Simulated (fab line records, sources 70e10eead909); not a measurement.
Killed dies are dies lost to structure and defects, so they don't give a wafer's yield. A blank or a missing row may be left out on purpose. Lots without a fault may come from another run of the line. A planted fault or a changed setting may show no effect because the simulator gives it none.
A struck lot beside a sound one | flow nand_harc | 19 steps out of a route of 1302
Sound: wafers L714.1, L714.3, L714.4. Struck: wafers L721.4, L721.5, L721.6. The cause comes at the end.
At each step with rows: each side's tool, then ch and its chambers, then its first start. Under that, the readings that differ: sound wafers | struck wafers | difference of the means | sigmas: that difference in standard deviations of wafers without a fault.
alike: readings whose means differ by less than 2 such deviations, and words and numbers that are the same on both sides. not compared: withheld readings, readings that some wafer has no value for, bounds like >300 that may hide the same value, and numbers for which the record gives no deviation and whose values overlap.
The two part at a step that has a row with sigmas, a row that says differs or no value, or rows on one side only. Numbers that don't overlap but have no deviation are shown without sigmas and don't part them. A reading that every wafer of one side lacks parts them only if that side has two wafers or more.

NHARC_P_GATE_CD_MEAS_59: target cd 720 nm.
  sound on cd_sem-01 ch 0, day 6 10:13; struck on cd_sem-02 ch 0, day 9 10:37
  alike: cd_nm
then, 1 step without rows for these wafers: NHARC_P_GATE_HARDBAKE_60 (time 80 s).
NHARC_P_GATE_DESCUM_61: chemistry O2, time 3 s.
  sound on rie_diel-10 ch 1,2,3, day 6 10:22; struck on rie_diel-10 ch 0,3, day 9 10:46
  reading               | sound             | struck            | difference | sigmas
  oes_product_au (a.u.) | 0.986 0.974 0.994 | 1.003 1.015 0.997 | +0.020     | +2
  alike: drypump_motor_current_A, rf_vpp_V, showerhead_plenum_p_Torr, throttle_valve_pct
  not compared: rf_hours_counter_h
then, 1 step without rows for these wafers: NHARC_P_GATE_IMPLANT_62.
NHARC_P_GATE_STRIP_112: strips in N2/H2, time 200 s.
  sound on plasma_asher-01 ch 0,1, day 6 10:45; struck on plasma_asher-01 ch 0,1, day 9 11:16
  alike: drypump_motor_current_A, heater_power_w
  not compared: rf_hours_counter_h
NHARC_P_GATE_STRIP_76: strips in O2.
  sound on plasma_asher-01 ch 0,1, day 6 11:01; struck on plasma_asher-01 ch 0,1, day 9 11:25
  alike: drypump_motor_current_A, heater_power_w
  not compared: rf_hours_counter_h
then, 6 steps without rows for these wafers: NHARC_P_GATE_STRIP_63 (strips in SPM, time 900 s); NHARC_P_GATE_DEHYDRATE_83 (time 120 s); NHARC_P_GATE_HMDS_84 (time 30 s); NHARC_P_GATE_COAT_85; NHARC_P_GATE_SOFTBAKE_86 (time 95 s); NHARC_P_GATE_EBR_87.
NHARC_P_GATE_EXPOSE_88: exposes mask P HVN, target cd 2000 nm.
  sound on krf_scanner-01 ch 0, day 6 11:46; struck on krf_scanner-01 ch 0, day 9 12:11
  reading | sound                   | struck                           | difference | sigmas
  mask    | P_HVN#0 P_HVN#0 P_HVN#0 | P_HVN_R1#0 P_HVN_R1#0 P_HVN_R1#0 | differs    |
then, 2 steps without rows for these wafers: NHARC_P_GATE_PEB_89 (peb time 85 s); NHARC_P_GATE_DEVELOP_90 (time 70 s).
NHARC_P_GATE_CD_MEAS_91: target cd 2000 nm.
  sound on cd_sem-01 ch 0, day 6 11:56; struck on cd_sem-02 ch 0
  reading    | sound                | struck               | difference | sigmas
  cd_nm (nm) | 1998.7 1999.2 1996.7 | 1976.1 1977.8 1976.0 | -21.6      | -11
  not compared: hold
NHARC_P_GATE_DESCUM_93: chemistry O2, time 3 s.
  sound on rie_diel-02 ch 1,2,3, day 6 12:05; struck on rie_diel-02 ch 0,1,2, day 9 14:06
  reading                 | sound          | struck         | difference | sigmas
  model.P_GATE.cd_nm (nm) | 2000 1999 1996 | 1977 1978 1976 | -21        |
  alike: drypump_motor_current_A, oes_product_au, rf_vpp_V, showerhead_plenum_p_Torr, throttle_valve_pct
  not compared: rf_hours_counter_h
then, 1 step without rows for these wafers: NHARC_P_GATE_IMPLANT_94.
-- the record jumps here: 19 days lie between the struck wafers' starts before and after (it left off in module P_GATE and takes up again in module END, whose first step shown is number 1302 of the route) --
NHARC_END_SORT_01:
  sound on prober-01 ch 0, day 25 05:29; struck on prober-01 ch 0, day 28 23:55
  alike: killed_at_array, killed_at_other, killed_at_periphery, killed_dies, killed_open, killed_short

WHERE THEY PART
First at NHARC_P_GATE_DESCUM_61; last, within this record, at NHARC_P_GATE_CD_MEAS_91. Later steps at which nothing parts them and some readings are alike: NHARC_P_GATE_DESCUM_93, NHARC_END_SORT_01.

WHY: what the simulator had put in
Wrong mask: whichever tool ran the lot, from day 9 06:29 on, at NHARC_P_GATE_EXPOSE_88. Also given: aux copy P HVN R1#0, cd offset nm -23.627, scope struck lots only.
